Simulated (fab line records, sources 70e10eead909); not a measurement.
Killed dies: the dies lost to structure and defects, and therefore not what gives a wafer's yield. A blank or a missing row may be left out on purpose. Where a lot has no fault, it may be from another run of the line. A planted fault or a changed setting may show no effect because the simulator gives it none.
fab line records | flow nand_harc
[record] lots = 5 | wafers = 15 | last_day = 33
route steps=1302 shown P_STI@107 P_GATE@110
lots that met no fault: taken from a fault-free run of the same line
start_h: hours from the record's first day to the start of the lot's first wafer shown | wait_h: time in hours since the lot's previous step | " unchanged from the row above | L1.1+2: one row covering several wafers at once | - no value, or no start given | * or withheld: withheld | < > ~ a bound
route shown NAME@n: names a module that has steps shown in the file, with the first one's number in the route | usual: mean and standard deviation over wafers with no fault | same: alike in all rows | chamber/n: place in a boat | sites: readings site by site | _std_site: their standard deviation | _edge_site: the outer-site mean with the inner-site mean subtracted | radius_mm: how far each site lies from the wafer's centre | mask NAME#n: copy n | behind: the last tool/chamber to shape the wafer | hold: why the lot went on hold/how many hours it stayed there/how the hold came to an end | device: names the non-switching transistor (n, p or np) | end of line: the route-end tests of the same wafers | step lacking rows: just its recipe | killed: the dies lost at the first sort to structure and to defects; this is not the yield of the wafer | map: the dies of a wafer, with x for killed, . for not killed, _ for no die there
set.NAME: the run value of the setting; set.NAME@STEP: its run value at that earlier step | model.NAME: the simulator's own value behind a step, which no gauge read
lots seen at some steps along the route; tables by step, rows by wafer
services: a tool's chamber out of use, with start hour (start_h, from the record's first day; less than 0 if before it), hours out, and reason
[[steps]]
[step NHARC_P_STI_SRD_39]
[step NHARC_P_STI_OXIDE_40]
[recipe] target_thk_a = 100 | temp_c = 900 | ox_time_s = 1362 | material = SiO2
[step NHARC_P_STI_INSPECT_25]
[usual] raw_defect_count = 209/86
lot.wafer | tool              | chamber | start_h | wait_h | raw_defect_count
L381.1    | defect_inspect-01 | -       | 110.65  | 0.4    | 181
L381.4    | "                 | -       | "       | "      | 137
L381.5    | "                 | -       | "       | "      | 177
L388.1    | defect_inspect-02 | -       | 182.58  | 0.4    | 210
L388.5    | "                 | -       | "       | "      | 223
L388.6    | "                 | -       | "       | "      | 314
L397.4    | defect_inspect-01 | -       | 279.45  | 0.4    | 118
L397.5    | "                 | -       | "       | "      | 205
L397.6    | "                 | -       | "       | "      | 309
L398.1    | defect_inspect-01 | -       | 288.25  | 0.4    | 138
L398.3    | "                 | -       | "       | "      | 138
L398.6    | "                 | -       | "       | "      | 199
L400.2    | defect_inspect-02 | -       | 301.41  | 0.4    | 85
L400.3    | "                 | -       | "       | "      | 104
L400.4    | "                 | -       | "       | "      | 103
[step NHARC_P_GATE_ETCH_69]
[recipe] target_depth_a = 140 | chemistry = dHF | material = SiO2
[step NHARC_P_GATE_PRECLEAN_70]
[recipe] time_s = * | temp_c = 50 | bath_age_min = 0 | chemistry = SC1
[step NHARC_P_GATE_SRD_01]
[step NHARC_P_GATE_OXIDE_02]
[recipe] target_thk_a = 375 | temp_c = 950 | p_h2o_torr = 720 | ox_time_s = 365 | material = SiO2
[step NHARC_P_GATE_DEHYDRATE_03]
[recipe] temp_c = 150 | time_s = 120
[step NHARC_P_GATE_HMDS_04]
[recipe] time_s = 30
[step NHARC_P_GATE_COAT_05]
[recipe] spin_rpm = 4690
[step NHARC_P_GATE_SOFTBAKE_06]
[recipe] temp_c = 122 | time_s = 95
[step NHARC_P_GATE_EBR_07]
[step NHARC_P_GATE_EXPOSE_08]
[recipe] na = 0.6 | dose_mj = 16.75 | mask_id = P_HV
[usual] exposure_dose_mJ_cm2 = 16.754/0.016
lot.wafer | tool           | chamber | start_h | wait_h | mask    | exposure_dose_mJ_cm2
L381.1    | krf_scanner-03 | 0       | 120.86  | -      | P_HV#0  | 16.747
L381.4    | "              | 0       | "       | "      | P_HV#0  | 16.739
L381.5    | "              | 0       | "       | "      | P_HV#0  | 16.750
L388.1    | krf_scanner-01 | 0       | 191.13  | -      | P_PSD#0 | 16.732
L388.5    | "              | 0       | "       | "      | P_PSD#0 | 16.754
L388.6    | "              | 0       | "       | "      | P_PSD#0 | 16.753
L397.4    | krf_scanner-04 | 0       | 287.78  | -      | P_HV#0  | 16.736
L397.5    | "              | 0       | "       | "      | P_HV#0  | 16.741
L397.6    | "              | 0       | "       | "      | P_HV#0  | 16.758
L398.1    | krf_scanner-01 | 0       | 296.39  | -      | P_HV#0  | 16.733
L398.3    | "              | 0       | "       | "      | P_HV#0  | 16.731
L398.6    | "              | 0       | "       | "      | P_HV#0  | 16.735
L400.2    | krf_scanner-03 | 0       | 309.80  | -      | P_HV#0  | 16.741
L400.3    | "              | 0       | "       | "      | P_HV#0  | 16.764
L400.4    | "              | 0       | "       | "      | P_HV#0  | 16.734
[step NHARC_P_GATE_PEB_09]
[recipe] peb_temp_c = 118 | peb_time_s = 85
[step NHARC_P_GATE_DEVELOP_10]
[recipe] time_s = 70
[step NHARC_P_GATE_CD_MEAS_11]
[recipe] target_cd_nm = 1640 | landing_energy_ev = 500
[usual] cd_nm = 1640.2/1.2
lot.wafer | tool      | chamber | start_h | wait_h | cd_nm
L381.1    | cd_sem-01 | 0       | 121.01  | -      | 1639.0
L381.4    | "         | 0       | "       | "      | 1641.1
L381.5    | "         | 0       | "       | "      | 1639.7
L388.1    | cd_sem-02 | 0       | 191.28  | -      | -
L388.5    | "         | 0       | "       | "      | -
L388.6    | "         | 0       | "       | "      | -
L397.4    | cd_sem-01 | 0       | 287.93  | -      | 1640.1
L397.5    | "         | 0       | "       | "      | 1640.5
L397.6    | "         | 0       | "       | "      | 1640.3
L398.1    | cd_sem-02 | 0       | 296.55  | -      | 1642.6
L398.3    | "         | 0       | "       | "      | 1641.5
L398.6    | "         | 0       | "       | "      | 1640.8
L400.2    | cd_sem-01 | 0       | 309.95  | -      | 1640.8
L400.3    | "         | 0       | "       | "      | 1639.9
L400.4    | "         | 0       | "       | "      | 1641.4
[step NHARC_P_GATE_HARDBAKE_12]
[recipe] temp_c = 125 | time_s = 80
[[services]]
tool           | chamber | start_h | hours | kind
krf_scanner-01 | -       | 140.00  | 4.0   | pm
krf_scanner-03 | 0       | 188.35  | -     | calibration
krf_scanner-04 | -       | 199.45  | 4.0   | pm
krf_scanner-03 | -       | 224.00  | 4.0   | pm
krf_scanner-03 | -       | 257.76  | 0.8   | repair
krf_scanner-01 | 0       | 266.69  | -     | calibration
krf_scanner-01 | -       | 274.52  | 20.5  | repair
[[key]]
[first_sign] step = NHARC_P_GATE_EXPOSE_08 | reading = mask | direction = changed
[effect] step = NHARC_P_GATE_CD_MEAS_11 | reading = cd_nm | direction = missing
met_at NHARC_P_GATE_EXPOSE_08
struck_wafers L388.1,L388.5,L388.6
later_rows_left_out L388.1,L388.5,L388.6
sort_left_out L388.1,L388.5,L388.6
tester_left_out L388
[fault] kind = wrong_mask | tool = any | chamber = - | onset_h = 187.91 | steps = NHARC_P_GATE_EXPOSE_08 | aux_copy = P_PSD#0 | scope = struck_lots_only
// tester_left_out: of these lots the tester's yield and bins aren't shown, on N5 and GAA mostly nor the transistor test; their killed dies are dies lost to structure and defects alone, not to doping, threshold or leakage, so they don't give the yield
// sort_left_out: the simulated sort isn't trusted on such a fault, so these wafers' sort isn't shown, and their yield isn't known
// later_rows_left_out: the simulator's readings of these wafers behind a module that went badly wrong aren't trusted and aren't shown, but for the sort
